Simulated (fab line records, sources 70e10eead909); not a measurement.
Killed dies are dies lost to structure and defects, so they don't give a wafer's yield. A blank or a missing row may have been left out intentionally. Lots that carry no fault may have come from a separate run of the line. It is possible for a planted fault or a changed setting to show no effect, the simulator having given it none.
Which tool was responsible? || flow nandHarc || Sampling: 12 lots, 36 wafers, 3 of 1302 route steps

## WHAT THE GAUGES SHOWED, per wafer
NHARC_A_CONTACT_CD_MEAS_53.
{"lot": "L076", "measured": "day 22 10:27", "on": "cdSem-03", "cdNm (nm)": "290.7 289.9 290.8"}
{"lot": "L077", "measured": "day 22 20:52", "on": "cdSem-02", "cdNm (nm)": "290.9 290.7 290.2"}
{"lot": "L079", "measured": "day 23 19:05", "on": "cdSem-01", "cdNm (nm)": "288.8 288.6 289.1"}
{"lot": "L081", "measured": "day 25 06:26", "on": "cdSem-02", "cdNm (nm)": "289.3 288.9 288.7"}
{"lot": "L085", "measured": "day 26 08:35", "on": "cdSem-03", "cdNm (nm)": "289.0 291.2 289.7"}
{"lot": "L083", "measured": "day 26 12:05", "on": "cdSem-03", "cdNm (nm)": "289.6 289.3 289.5"}
{"lot": "L086", "measured": "day 26 22:03", "on": "cdSem-03", "cdNm (nm)": "290.9 290.7 290.4"}
{"lot": "L088", "measured": "day 27 11:35", "on": "cdSem-02", "cdNm (nm)": "288.2 290.2 289.5"}
{"lot": "L091", "measured": "day 28 19:16", "on": "cdSem-02", "cdNm (nm)": "288.9 289.0 289.0"}
{"lot": "L093", "measured": "day 29 19:34", "on": "cdSem-03", "cdNm (nm)": "289.3 289.3 288.5"}
{"lot": "L096", "measured": "day 30 06:28", "on": "cdSem-02", "cdNm (nm)": "290.7 290.6 290.6"}
{"lot": "L097", "measured": "day 31 21:44", "on": "cdSem-02", "cdNm (nm)": "288.9 289.4 289.5"}

## EACH LOT AND THE TOOL THAT RAN IT (in order: tool; ch and the chambers of the sampled wafers; start)
{"lot": "L076", "NHARC_A_CONTACT_ETCH_114": "harCapEtch-03 ch 0,1, day 22 07:43", "NHARC_A_CONTACT_ETCH_117": "harCapEtch-03 ch 0,1, day 22 08:14"}
{"lot": "L077", "NHARC_A_CONTACT_ETCH_114": "harCapEtch-01 ch 0,1, day 22 18:08", "NHARC_A_CONTACT_ETCH_117": "harCapEtch-01 ch 0,1, day 22 18:39"}
{"lot": "L079", "NHARC_A_CONTACT_ETCH_114": "harCapEtch-01 ch 0,1, day 23 16:23", "NHARC_A_CONTACT_ETCH_117": "harCapEtch-01 ch 0,1, day 23 16:54"}
{"lot": "L081", "NHARC_A_CONTACT_ETCH_114": "harCapEtch-01 ch 0, day 25 03:44", "NHARC_A_CONTACT_ETCH_117": "harCapEtch-01 ch 0, day 25 04:14"}
{"lot": "L085", "NHARC_A_CONTACT_ETCH_114": "harCapEtch-03 ch 0,1, day 26 05:48", "NHARC_A_CONTACT_ETCH_117": "harCapEtch-03 ch 0,1, day 26 06:19"}
{"lot": "L083", "NHARC_A_CONTACT_ETCH_114": "harCapEtch-01 ch 0,1, day 26 09:20", "NHARC_A_CONTACT_ETCH_117": "harCapEtch-01 ch 0,1, day 26 09:51"}
{"lot": "L086", "NHARC_A_CONTACT_ETCH_114": "harCapEtch-01 ch 0,1, day 26 19:13", "NHARC_A_CONTACT_ETCH_117": "harCapEtch-01 ch 0,1, day 26 19:43"}
{"lot": "L088", "NHARC_A_CONTACT_ETCH_114": "harCapEtch-03 ch 1, day 27 08:44", "NHARC_A_CONTACT_ETCH_117": "harCapEtch-03 ch 1, day 27 09:14"}
{"lot": "L091", "NHARC_A_CONTACT_ETCH_114": "harCapEtch-03 ch 0,1, day 28 16:32", "NHARC_A_CONTACT_ETCH_117": "harCapEtch-03 ch 0,1, day 28 17:02"}
{"lot": "L093", "NHARC_A_CONTACT_ETCH_114": "harCapEtch-01 ch 0,1, day 29 16:50", "NHARC_A_CONTACT_ETCH_117": "harCapEtch-01 ch 0,1, day 29 17:21"}
{"lot": "L096", "NHARC_A_CONTACT_ETCH_114": "harCapEtch-01 ch 0,1, day 30 03:46", "NHARC_A_CONTACT_ETCH_117": "harCapEtch-01 ch 0,1, day 30 04:17"}
{"lot": "L097", "NHARC_A_CONTACT_ETCH_114": "harCapEtch-03 ch 0,1, day 31 19:01", "NHARC_A_CONTACT_ETCH_117": "harCapEtch-03 ch 0,1, day 31 19:32"}
- NHARC_A_CONTACT_ETCH_114: etches the open film in C4F8/O2/Ar, time 190 s, target depth 1850 nm.
- NHARC_A_CONTACT_ETCH_117: etches the open film in C4F8/O2/Ar, time 190 s, target depth 1850 nm.

## THE ANSWER, worked out from the rows above alone
Rule: what is usual is taken from the lots themselves. The widest of any qualifying gaps counts: lots, ordered by their means at a reading, are off when they make up no more than a third of the lots, leave a main group of 4 or more, and stand apart from it by 3 or more times the standard deviation of that group's means. The tables above print the reading to a certain number of digits; a main group whose means all agree to those digits is not used. A lot without any number at a reading at which 4 lots or more have one is off too. Any other lot the step has rows for is counted as sound.
None of the lots is off at any reading shown; this tells nothing.

## WHAT HAD BEEN PUT IN BY THE SIMULATOR
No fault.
